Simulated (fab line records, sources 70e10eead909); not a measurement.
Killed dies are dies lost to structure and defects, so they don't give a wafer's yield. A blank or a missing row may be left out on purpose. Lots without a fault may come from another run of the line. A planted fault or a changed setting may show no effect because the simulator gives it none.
fab line records | flow nand_harc | part 1 of 2: steps 1 to 4 of 6
record lots=24 wafers=72 last_day=26
route steps=1159 shown A_STAIRCASE@700 A_SGD_CUT@776 A_WL_FILL@815
lots that met no fault: from a run of the same line without faults
start_h: hours from the record's first day to the start of the lot's first wafer shown | wait_h: hours since the lot's step before | " the same as in the row above | L1.1+2: a row that stands for several wafers | - no value, or no start given | * or withheld: withheld | < > ~ a bound
route shown NAME@n: a module of which the file shows steps, and the number in the route of the first | usual: mean/standard deviation of fault-free wafers | same: alike in all rows | chamber/n: place in a boat | sites: the reading at each site | _std_site: their standard deviation | _edge_site: outer sites' mean less inner sites' | radius_mm: how far each site lies from the wafer's centre | mask NAME#n: copy n | behind: the tool/chamber that last shaped the wafer | hold: why the lot was held/for how many hours/how that ended | device: the transistor (n, p or np) that didn't switch | end of line: the same wafers' tests at the end of the route | a step without rows: its recipe alone | killed: dies lost to structure and defects at the first sort, not the wafer's yield | map: a wafer's dies, x killed, . not, _ none there
set.NAME: the setting as run; set.NAME@STEP: as run at that earlier step | model.NAME: the simulator's own value behind a step, which no gauge read
steps of the route over a sample of lots; a table a step, a row a wafer
services: from which hour (start_h, from the record's first day; less than 0 if before it) a tool's chamber was out of use, for how many hours, and why
## steps
# step NHARC_A_STAIRCASE_STRIP_476
# recipe time_s=20 o2_flow_sccm=500 ar_flow_sccm=0 bias_w=0 chemistry=O2
# usual drypump_motor_current_A=5.8/0.6 oes_product_au=0.999/0.011 rf_vpp_V=57.7/0.85 showerhead_plenum_p_Torr=3.52/0.13 throttle_valve_pct=17.036/0.0089
# columns lot.wafer tool chamber start_h wait_h drypump_motor_current_A oes_product_au rf_hours_counter_h rf_vpp_V showerhead_plenum_p_Torr throttle_valve_pct
L075.4 rie_diel-05 3 269.34 0.1 6.6 1.002 35 57.1 3.36 17.046
L075.3 " 2 " " 5.3 1.014 38 57.7 3.57 17.029
L075.6 " 3 " " 6.7 0.987 - 57.6 3.36 17.043
L076.1 rie_diel-09 1 270.76 0.1 5.8 0.986 2 59.1 3.63 17.036
L076.2 " 2 " " 5.7 1.009 2 55.8 3.59 17.013
L076.4 " 3 " " 4.8 1.003 2 57.6 3.57 17.039
L077.1 rie_diel-05 2 275.11 0.1 5.3 1.025 39 57.6 3.57 17.040
L077.3 " 3 " " 6.7 0.995 36 57.8 3.36 17.046
L077.2 " 0 " " 6.5 1.005 37 57.4 3.38 17.036
L074.2 rie_diel-05 3 282.66 0.1 6.6 0.983 39 57.3 3.36 17.042
L074.6 " 3 " " 6.6 0.991 - 59.1 3.36 17.037
L074.5 " 0 " " 6.5 0.993 - 56.3 3.38 17.031
L079.2 rie_diel-05 1 287.88 0.1 5.2 1.008 45 56.6 3.61 17.048
L079.1 " 2 " " 5.3 1.028 44 57.3 3.57 17.026
L079.4 " 3 " " 6.7 0.998 42 56.8 3.36 17.040
L078.4 rie_diel-13 1 289.20 0.1 6.4 1.009 2 58.3 3.55 17.041
L078.2 " 3 " " 5.1 1.020 3 59.2 3.67 17.054
L078.6 " 1 " " 6.5 0.988 - 58.7 3.55 17.023
L081.4 rie_diel-13 0 315.09 0.1 6.1 0.988 10 56.7 3.29 17.045
L081.3 " 2 " " 6.0 0.984 9 57.7 3.63 17.030
L081.6 " 3 " " 5.1 1.000 - 58.1 3.67 17.034
L080.1 rie_diel-05 2 316.34 0.1 5.3 1.017 54 56.6 3.56 17.055
L080.4 " 3 " " 6.7 0.986 53 58.0 3.36 17.030
L080.2 " 0 " " 6.5 0.995 53 57.9 3.37 17.034
L082.2 rie_diel-05 3 316.38 0.1 6.7 0.988 53 57.2 3.35 17.036
L082.1 " 0 " " 6.5 1.003 54 57.1 3.37 17.052
L082.3 " 1 " " 5.2 0.993 56 57.7 3.61 17.030
L084.3 rie_diel-13 0 318.00 0.1 6.1 1.009 11 56.6 3.29 17.031
L084.2 " 1 " " 6.4 0.986 10 58.7 3.55 17.011
L084.5 " 2 " " 6.0 0.980 - 57.6 3.63 17.041
L083.4 rie_diel-13 2 319.09 0.1 6.0 0.980 11 57.2 3.63 17.032
L083.5 " 2 " " 6.0 0.979 - 58.1 3.63 17.036
L083.6 " 3 " " 5.0 1.007 - 58.4 3.67 17.020
L088.1 rie_diel-09 2 334.85 0.1 5.7 1.006 30 57.2 3.58 17.041
L088.6 " 2 " " 5.7 1.003 - 57.3 3.58 17.033
L088.5 " 3 " " 4.8 0.979 - 58.6 3.56 17.038
L085.4 rie_diel-05 1 335.99 0.1 5.2 1.001 64 58.3 3.60 17.032
L085.5 " 3 " " 6.7 1.003 - 58.2 3.35 17.031
L085.6 " 0 " " 6.5 1.003 - 58.1 3.36 17.040
L086.3 rie_diel-13 1 341.39 0.1 6.3 0.993 20 58.0 3.54 17.038
L086.2 " 3 " " 5.1 1.002 20 58.6 3.66 17.031
L086.5 " 2 " " 6.0 0.975 - 56.9 3.63 17.040
L087.3 rie_diel-09 1 347.82 0.1 5.8 0.997 34 58.6 3.62 17.044
L087.4 " 3 " " 4.8 0.992 28 58.3 3.56 17.043
L087.5 " 0 " " 5.7 1.015 - 57.3 3.67 17.031
L090.4 rie_diel-13 0 351.60 0.1 6.2 0.988 23 57.9 3.29 17.045
L090.3 " 2 " " 6.0 0.983 25 58.6 3.62 17.038
L090.5 " 3 " " 5.0 0.998 - 59.1 3.66 17.045
L089.2 rie_diel-05 3 353.35 0.1 6.6 0.993 1 57.5 3.35 17.050
L089.3 " 0 " " 6.6 1.007 1 57.0 3.36 17.037
L089.5 " 3 " " 6.6 0.990 - 57.7 3.35 17.039
L091.2 rie_diel-05 2 363.41 0.1 5.3 1.015 5 58.0 3.56 17.043
L091.1 " 0 " " 6.5 1.001 5 57.9 3.36 17.037
L091.5 " 2 " " 5.3 1.010 - 57.0 3.55 17.035
L092.1 rie_diel-05 3 365.02 0.1 6.7 0.995 6 57.7 3.35 17.038
L092.6 " 2 " " 5.3 1.007 - 58.3 3.55 17.026
L092.5 " 3 " " 6.7 0.996 - 57.4 3.35 17.041
L093.1 rie_diel-05 2 366.50 0.1 5.3 1.013 6 58.7 3.55 17.043
L093.3 " 3 " " 6.6 1.003 6 59.2 3.35 17.033
L093.5 " 2 " " 5.3 1.004 - 58.2 3.55 17.044
L094.3 rie_diel-09 1 386.22 0.1 5.8 0.996 49 57.5 3.61 17.036
L094.5 " 1 " " 5.8 0.990 - 58.4 3.61 17.045
L094.4 " 2 " " 5.7 1.006 - 58.5 3.57 17.031
L095.2 rie_diel-13 1 389.44 0.1 6.4 1.001 39 58.2 3.53 17.037
L095.1 " 2 " " 6.0 0.990 42 58.3 3.61 17.052
L095.5 " 0 " " 6.1 0.988 - 57.0 3.28 17.043
L096.2 rie_diel-09 0 398.32 0.1 5.7 0.998 35 58.5 3.67 17.059
L096.1 " 1 " " 5.8 0.996 55 57.1 3.61 17.030
L096.3 " 3 " " 4.8 0.988 48 57.2 3.55 17.031
L097.3 rie_diel-09 0 403.01 0.1 5.7 1.002 38 56.7 3.67 17.044
L097.2 " 1 " " 5.8 0.986 57 56.9 3.60 17.042
L097.6 " 0 " " 5.7 0.996 - 58.6 3.67 17.035
# step NHARC_A_STAIRCASE_DEP_417
# recipe target_thk_a=600 step_coverage_pct=20 temp_c=400 target_thk_nm=60 flow_sccm=200 rf_w=450 material=Si3N4
# usual heater_power_w=654/94
# columns lot.wafer tool chamber start_h wait_h heater_power_w
L075.3 pecvd-04 1 269.54 - 824
L075.4 " 2 " " 656
L075.6 " 0 " " 650
L076.2 pecvd-01 2 270.85 - 662
L076.1 " 1 " " 555
L076.4 " 0 " " 812
L077.2 pecvd-01 0 275.20 - 690
L077.1 " 1 " " 526
L077.3 " 2 " " 786
L074.2 pecvd-01 1 282.87 - 563
L074.5 " 2 " " 738
L074.6 " 0 " " 788
L079.2 pecvd-02 2 288.03 - 615
L079.1 " 1 " " 571
L079.4 " 0 " " 578
L078.2 pecvd-04 0 289.38 - 630
L078.4 " 0 " " 616
L078.6 " 1 " " 786
L081.3 pecvd-04 1 315.28 - 784
L081.6 " 2 " " 597
L081.4 " 1 " " 790
L080.1 pecvd-04 0 316.43 - 589
L080.2 " 2 " " 630
L080.4 " 1 " " 831
L082.3 pecvd-02 2 316.47 - 622
L082.1 " 0 " " 670
L082.2 " 1 " " 584
L084.2 pecvd-01 0 318.14 - 716
L084.3 " 1 " " 553
L084.5 " 1 " " 551
L083.6 pecvd-01 1 319.32 - 530
L083.5 " 2 " " 782
L083.4 " 0 " " 791
L088.1 pecvd-04 2 335.48 - 624
L088.5 " 2 " " 640
L088.6 " 0 " " 653
L085.6 pecvd-04 0 336.39 - 652
L085.4 " 1 " " 792
L085.5 " 2 " " 668
L086.3 pecvd-04 0 341.73 - 548
L086.2 " 1 " " 676
L086.5 " 2 " " 554
L087.3 pecvd-02 1 347.96 - 519
L087.4 " 0 " " 594
L087.5 " 2 " " 714
L090.3 pecvd-04 1 351.69 - 699
L090.4 " 1 " " 702
L090.5 " 0 " " 652
L089.2 pecvd-02 1 353.49 - 519
L089.3 " 2 " " 711
L089.5 " 0 " " 629
L091.1 pecvd-01 1 363.50 - 494
L091.2 " 2 " " 813
L091.5 " 2 " " 810
L092.1 pecvd-04 1 365.28 - 819
L092.6 " 0 " " 588
L092.5 " 1 " " 666
L093.3 pecvd-01 0 366.59 - 800
L093.1 " 1 " " 522
L093.5 " 1 " " 531
L094.3 pecvd-02 0 386.41 - 553
L094.5 " 1 " " 553
L094.4 " 0 " " 568
L095.2 pecvd-02 1 389.57 - 530
L095.1 " 2 " " 713
L095.5 " 2 " " 736
L096.2 pecvd-02 0 398.42 - 658
L096.1 " 1 " " 503
L096.3 " 2 " " 664
L097.2 pecvd-04 0 403.15 - 620
L097.3 " 1 " " 696
L097.6 " 1 " " 714
# step NHARC_A_STAIRCASE_ETCH_444
# recipe target_depth_a=1.02e+05 time_s=3400 c4f8_flow_sccm=20 o2_flow_sccm=10 ar_flow_sccm=withheld rf_w=600 bias_w=1000 chemistry=C4F8/O2
# usual oes_product_au=0.927/0.015 rf_vpp_V=807/4.3
# columns lot.wafer tool chamber start_h wait_h oes_product_au rf_hours_counter_h rf_vpp_V
L076.1 rie_diel-05 0 308.33 0.1 0.936 49 802
L076.4 " 1 " " 0.925 52 809
L076.2 " 2 " " 0.944 51 807
L075.3 rie_diel-13 1 308.44 0.3 0.938 7 808
L075.4 " 2 " " 0.937 8 811
L075.6 " 0 " " 0.936 - 798
L077.2 rie_diel-09 3 308.49 0.1 0.919 16 809
L077.3 " 1 " " 0.920 17 808
L077.1 " 2 " " 0.930 17 808
L079.4 rie_diel-05 3 319.84 0.5 0.923 55 802
L079.1 " 1 " " 0.926 58 810
L079.2 " 2 " " 0.934 56 808
L074.2 rie_diel-13 0 320.24 0.8 0.955 12 797
L074.5 " 1 " " 0.959 - 807
L074.6 " 2 " " 0.976 - 812
L078.2 rie_diel-09 2 320.42 0.7 0.932 23 807
L078.4 " 1 " " 0.915 - 810
L078.6 " 2 " " 0.932 - 809
L081.3 rie_diel-13 3 354.57 0.1 0.938 26 811
L081.4 " 1 " " 0.922 25 808
L081.6 " 0 " " 0.919 - 798
L082.2 rie_diel-09 1 355.15 0.5 0.914 37 811
L082.1 " 3 " " 0.928 30 808
L082.3 " 1 " " 0.926 - 810
L084.2 rie_diel-09 3 357.99 3.0 0.923 33 806
L084.3 " 3 " " 0.925 - 808
L084.5 " 1 360.38 5.3 0.918 - 810
L083.4 rie_diel-13 1 359.89 0.5 0.925 27 808
L083.5 " 3 " " 0.928 - 812
L083.6 " 0 " " 0.921 - 800
L080.2 rie_diel-09 3 360.90 5.8 0.922 36 806
L080.1 " 1 " " 0.916 42 810
L080.4 " 1 " " 0.927 - 810
L088.1 rie_diel-13 2 371.93 0.2 0.914 33 812
L088.5 " 2 " " 0.909 - 809
L088.6 " 3 " " 0.923 - 812
L085.4 rie_diel-05 3 372.79 0.8 0.927 8 802
L085.6 " 0 " " 0.930 - 802
L085.5 " 1 " " 0.942 - 809
L086.2 rie_diel-05 0 380.72 0.3 0.973 11 801
L086.3 " 1 " " 0.944 11 810
L086.5 " 0 " " 0.972 - 802
L087.4 rie_diel-13 1 386.76 0.2 0.914 37 808
L087.3 " 2 " " 0.911 40 810
L087.5 " 1 " " 0.928 - 806
L090.3 rie_diel-09 3 390.43 0.1 0.923 45 809
L090.4 " 3 " " 0.918 - 808
L090.5 " 2 " " 0.922 - 807
L089.3 rie_diel-05 2 390.83 0.3 0.928 16 807
L089.2 " 3 " " 0.918 16 801
L089.5 " 3 " " 0.924 - 801
L093.1 rie_diel-09 1 401.47 0.3 0.916 56 810
L093.3 " 3 " " 0.924 50 807
L093.5 " 0 " " 0.930 - 812
L092.1 rie_diel-05 2 401.76 0.4 0.930 20 807
L092.6 " 1 " " 0.913 - 809
L092.5 " 2 " " 0.932 - 808
L091.1 rie_diel-13 0 401.76 0.3 0.918 45 798
L091.2 " 2 " " 0.908 48 810
L091.5 " 3 " " 0.926 - 812
L094.3 rie_diel-13 0 424.55 0.1 0.917 52 799
L094.4 " 3 " " 0.934 54 812
L094.5 " 0 " " 0.917 - 800
L095.2 rie_diel-09 0 430.77 0.3 0.923 44 812
L095.1 " 1 " " 0.914 63 808
L095.5 " 3 " " 0.918 - 807
L096.1 rie_diel-05 3 436.67 0.4 0.916 29 800
L096.3 " 0 " " 0.917 26 801
L096.2 " 1 " " 0.922 31 809
L097.2 rie_diel-05 2 443.52 0.6 0.918 35 808
L097.3 " 3 " " 0.912 34 800
L097.6 " 0 " " 0.912 - 801
# step NHARC_A_SGD_CUT_ETCHBACK_24
# recipe target_depth_a=500 over_etch_frac=0.3 time_s=92.857 ion_energy_ev=120 ch3f_flow_sccm=50 o2_flow_sccm=30 ar_flow_sccm=200 rf_w=500 bias_w=100 chemistry=CH3F/O2
# usual drypump_motor_current_A=5.8/0.41 oes_product_au=0.98/0.032 rf_vpp_V=244.5/1.5 showerhead_plenum_p_Torr=2.46/0.088 throttle_valve_pct=20.663/0.0089
# columns lot.wafer tool chamber start_h wait_h drypump_motor_current_A oes_product_au rf_hours_counter_h rf_vpp_V showerhead_plenum_p_Torr throttle_valve_pct
L076.2 rie_diel-10 2 322.02 0.1 6.5 0.93 15 245.1 2.50 20.661
L076.1 " 3 " " 5.6 0.92 14 244.6 2.43 20.664
L076.4 " 1 " " 5.2 0.91 - 243.3 2.36 20.664
L075.3 rie_diel-07 1 322.04 0.2 5.8 0.95 7 242.7 2.29 20.653
L075.4 " 3 " " 6.3 0.93 6 244.9 2.40 20.667
L075.6 " 0 " " 5.8 0.94 - 244.6 2.41 20.672
L077.1 rie_diel-02 3 322.13 0.2 5.5 1.00 11 245.1 2.53 20.669
L077.2 " 0 " " 6.0 0.99 11 244.9 2.60 20.658
L077.3 " 2 " " 5.2 0.99 10 244.4 2.49 20.673
L079.2 rie_diel-10 2 331.72 0.1 6.5 1.00 17 244.7 2.50 20.656
L079.1 " 1 " " 5.2 0.98 15 242.5 2.36 20.670
L079.4 " 3 " " 5.6 1.00 - 242.7 2.43 20.663
L074.2 rie_diel-07 3 331.74 0.1 6.3 0.99 8 242.6 2.40 20.651
L074.6 " 2 " " 6.1 1.01 - 243.9 2.38 20.667
L074.5 " 3 " " 6.2 0.99 - 243.8 2.40 20.651
L078.2 rie_diel-10 2 331.91 0.2 6.5 1.00 17 244.7 2.50 20.665
L078.6 " 1 " " 5.2 0.99 - 242.9 2.36 20.661
L078.4 " 2 " " 6.6 1.00 - 245.1 2.50 20.653
L082.1 rie_diel-07 1 367.17 0.1 5.8 0.94 12 242.6 2.29 20.672
L082.3 " 2 " " 6.1 0.93 11 242.6 2.38 20.656
L082.2 " 0 " " 5.8 1.01 10 242.7 2.40 20.658
L081.3 rie_diel-02 0 367.29 0.3 5.9 1.00 2 246.8 2.60 20.655
L081.6 " 2 " " 5.1 0.99 - 243.6 2.49 20.660
L081.4 " 0 " " 6.0 1.01 - 248.0 2.60 20.673
L084.2 rie_diel-02 2 372.49 0.2 5.1 0.91 2 245.1 2.49 20.669
L084.3 " 0 " " 5.9 0.92 2 246.7 2.60 20.649
L084.5 " 2 " " 5.1 0.92 - 245.0 2.49 20.661
L083.6 rie_diel-02 3 372.66 0.3 5.5 0.99 - 245.0 2.53 20.674
L083.5 " 0 " " 6.0 0.99 - 246.9 2.60 20.661
L083.4 " 2 " " 5.2 1.00 - 244.9 2.49 20.665
L080.1 rie_diel-02 2 375.36 0.1 5.2 0.98 2 245.7 2.49 20.643
L080.2 " 3 " " 5.5 0.99 2 245.6 2.53 20.666
L080.4 " 0 " " 6.0 1.00 3 246.2 2.60 20.662
L088.1 rie_diel-10 1 383.71 0.1 5.2 0.99 1 242.7 2.36 20.658
L088.5 " 0 " " 5.6 1.00 - 243.9 2.43 20.661
L088.6 " 1 " " 5.2 0.99 - 244.0 2.36 20.672
L085.5 rie_diel-02 2 383.78 0.2 5.2 1.00 - 244.5 2.49 20.674
L085.4 " 3 " " 5.5 0.99 - 245.2 2.53 20.671
L085.6 " 0 " " 6.0 1.00 - 247.1 2.59 20.649
L086.2 rie_diel-02 0 393.54 0.1 6.0 0.92 4 247.2 2.60 20.662
L086.3 " 2 " " 5.2 0.91 5 244.0 2.49 20.671
L086.5 " 2 " " 5.2 0.92 - 244.4 2.49 20.646
L087.3 rie_diel-07 0 398.72 0.2 5.8 0.94 15 244.4 2.40 20.663
L087.4 " 1 " " 5.8 0.94 16 242.7 2.29 20.675
L087.5 " 2 " " 6.1 0.93 - 244.4 2.38 20.674
L089.2 rie_diel-10 3 404.10 0.1 5.6 0.99 4 243.7 2.43 20.671
L089.3 " 1 " " 5.2 0.99 4 243.0 2.36 20.673
L089.5 " 3 " " 5.6 0.99 - 243.7 2.43 20.650
L090.3 rie_diel-02 1 404.13 0.2 6.4 0.94 2 244.3 2.50 20.662
L090.4 " 2 " " 5.1 0.99 6 243.7 2.49 20.653
L090.5 " 3 " " 5.5 1.00 - 245.0 2.53 20.669
L092.1 rie_diel-07 3 415.18 0.2 6.3 1.00 0 243.3 2.39 20.670
L092.6 " 0 " " 5.8 1.00 - 244.6 2.40 20.659
L092.5 " 1 " " 5.8 1.00 - 241.6 2.29 20.662
L093.3 rie_diel-10 3 415.19 0.1 5.6 0.99 6 245.0 2.43 20.676
L093.1 " 0 " " 5.6 1.00 6 243.1 2.43 20.672
L093.5 " 0 " " 5.6 0.99 - 243.8 2.43 20.675
L091.1 rie_diel-02 1 415.32 0.2 6.4 0.99 3 245.2 2.50 20.686
L091.2 " 2 " " 5.2 0.98 7 245.4 2.49 20.660
L091.5 " 1 " " 6.4 0.99 - 245.5 2.50 20.661
L094.3 rie_diel-07 3 436.48 0.2 6.3 1.01 1 244.5 2.39 20.662
L094.4 " 0 " " 5.8 1.01 1 243.6 2.40 20.667
L094.5 " 1 " " 5.8 1.00 - 243.5 2.29 20.657
L095.2 rie_diel-02 2 442.74 0.2 5.2 0.99 9 244.3 2.49 20.668
L095.1 " 3 " " 5.4 0.98 8 245.5 2.53 20.659
L095.5 " 0 " " 6.0 1.00 - 246.1 2.59 20.670
L096.1 rie_diel-02 0 449.19 0.2 6.0 1.00 9 246.2 2.59 20.654
L096.2 " 2 " " 5.2 0.99 9 244.9 2.49 20.649
L096.3 " 3 " " 5.5 0.99 9 246.1 2.53 20.647
L097.2 rie_diel-07 3 455.45 0.2 6.3 1.00 4 243.9 2.39 20.650
L097.3 " 2 " " 6.2 1.01 4 242.9 2.38 20.668
L097.6 " 0 " " 5.8 1.01 - 243.9 2.40 20.657
